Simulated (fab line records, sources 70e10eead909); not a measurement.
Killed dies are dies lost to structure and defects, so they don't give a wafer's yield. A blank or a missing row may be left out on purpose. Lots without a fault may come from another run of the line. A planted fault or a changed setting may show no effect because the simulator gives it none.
A struck lot beside a sound one | flow nand_harc | 15 steps out of a route of 1159
Sound: wafers L391.3, L391.4, L391.5. Struck: wafer L409.6. (L409.4, L409.5 of the same lot were not struck and are left out.) The cause comes at the end.
At each step with rows: each side's tool, then ch and its chambers, then its first start. Under that, the readings that differ: sound wafers | struck wafers | difference of the means | sigmas: that difference in standard deviations of wafers without a fault.
alike: readings whose means differ by less than 2 such deviations, and words and numbers that are the same on both sides. not compared: withheld readings, readings that some wafer has no value for, bounds like >300 that may hide the same value, and numbers for which the record gives no deviation and whose values overlap.
The two part at a step that has a row with sigmas, a row that says differs or no value, or rows on one side only. Numbers that don't overlap but have no deviation are shown without sigmas and don't part them. A reading that every wafer of one side lacks parts them only if that side has two wafers or more.

first, 5 steps without rows for these wafers: NHARC_A_SGD_CUT_SOFTBAKE_04 (time 55 s); NHARC_A_SGD_CUT_EBR_05; NHARC_A_SGD_CUT_EXPOSE_06 (exposes mask SGD); NHARC_A_SGD_CUT_PEB_07 (peb time 65 s); NHARC_A_SGD_CUT_DEVELOP_08 (develop time 35 s).
NHARC_A_SGD_CUT_CD_MEAS_09: target cd 100 nm.
  sound on cd_sem-01 ch 0, day 13 22:58; struck on cd_sem-02 ch 0, day 18 00:24
  alike: cd_nm
NHARC_A_SGD_CUT_OVL_MEAS_10:
  sound on overlay-02, day 13 23:04; struck on overlay-02, day 18 00:29
  reading           | sound       | struck | difference | sigmas
  overlay_y_nm (nm) | 1.3 0.9 2.0 | -1.1   | -2.5       | -3
  alike: overlay_x_nm
NHARC_A_SGD_CUT_INSPECT_11:
  sound on defect_inspect-01, day 13 23:05; struck on defect_inspect-02, day 18 00:31
  alike: raw_defect_count
NHARC_A_SGD_CUT_DESCUM_14: chemistry O2, time 3 s.
  sound on rie_diel-05 ch 1,2,3, day 13 23:10; struck on rie_diel-05 ch 0, day 18 00:35
  alike: drypump_motor_current_A, oes_product_au, rf_vpp_V, showerhead_plenum_p_Torr, throttle_valve_pct
  not compared: rf_hours_counter_h
NHARC_A_SGD_CUT_ETCH_58: etches the open film in CF4, target depth 39 nm, time 65 s.
  sound on rie_diel-05 ch 2,3, day 13 23:14; struck on rie_diel-05 ch 3, day 18 00:41
  alike: drypump_motor_current_A, oes_product_au, rf_vpp_V, run_length_s, showerhead_plenum_p_Torr, throttle_valve_pct
  not compared: rf_hours_counter_h
NHARC_A_SGD_CUT_ETCH_59: etches the open film in N2/H2, target depth 260 nm, time 406.25 s.
  sound on rie_diel-05 ch 1,3; struck on rie_diel-05 ch 0
  alike: drypump_motor_current_A, oes_product_au, rf_vpp_V, run_length_s, showerhead_plenum_p_Torr, throttle_valve_pct
  not compared: rf_hours_counter_h
NHARC_A_SGD_CUT_ETCH_15: etches the open film in CH3F/O2, target depth 75 nm, time 64.3 s.
  sound on rie_diel-05 ch 0,1,3; struck on rie_diel-05 ch 2
  alike: drypump_motor_current_A, oes_product_au, rf_vpp_V, run_length_s, showerhead_plenum_p_Torr, throttle_valve_pct
  not compared: rf_hours_counter_h
NHARC_A_SGD_CUT_ETCH_16: etches the open film in C4F8/O2/Ar, target depth 310.5 nm, time 155.2 s.
  sound on rie_diel-05 ch 0,3, day 13 23:44; struck on rie_diel-05 ch 0, day 18 01:11
  reading          | sound             | struck | difference | sigmas
  run_length_s (s) | 176.6 176.0 176.2 | 157.3  | -19.0      | -39
  alike: oes_product_au, rf_vpp_V
  not compared: rf_hours_counter_h
then, 1 step without rows for these wafers: NHARC_A_SGD_CUT_STRIP_60 (strips in C4F8/O2/Ar).
-- the record jumps here: 6 days lie between the struck wafers' starts before and after (it left off in module A_SGD_CUT and takes up again in module END, whose first step shown is number 1159 of the route) --
NHARC_END_SORT_01:
  the record has rows for the struck wafers here (prober-02 ch 0, day 24 01:58) and none for the sound ones

WHERE THEY PART
First at NHARC_A_SGD_CUT_OVL_MEAS_10; last, within this record, at NHARC_END_SORT_01.

WHY: what the simulator had put in
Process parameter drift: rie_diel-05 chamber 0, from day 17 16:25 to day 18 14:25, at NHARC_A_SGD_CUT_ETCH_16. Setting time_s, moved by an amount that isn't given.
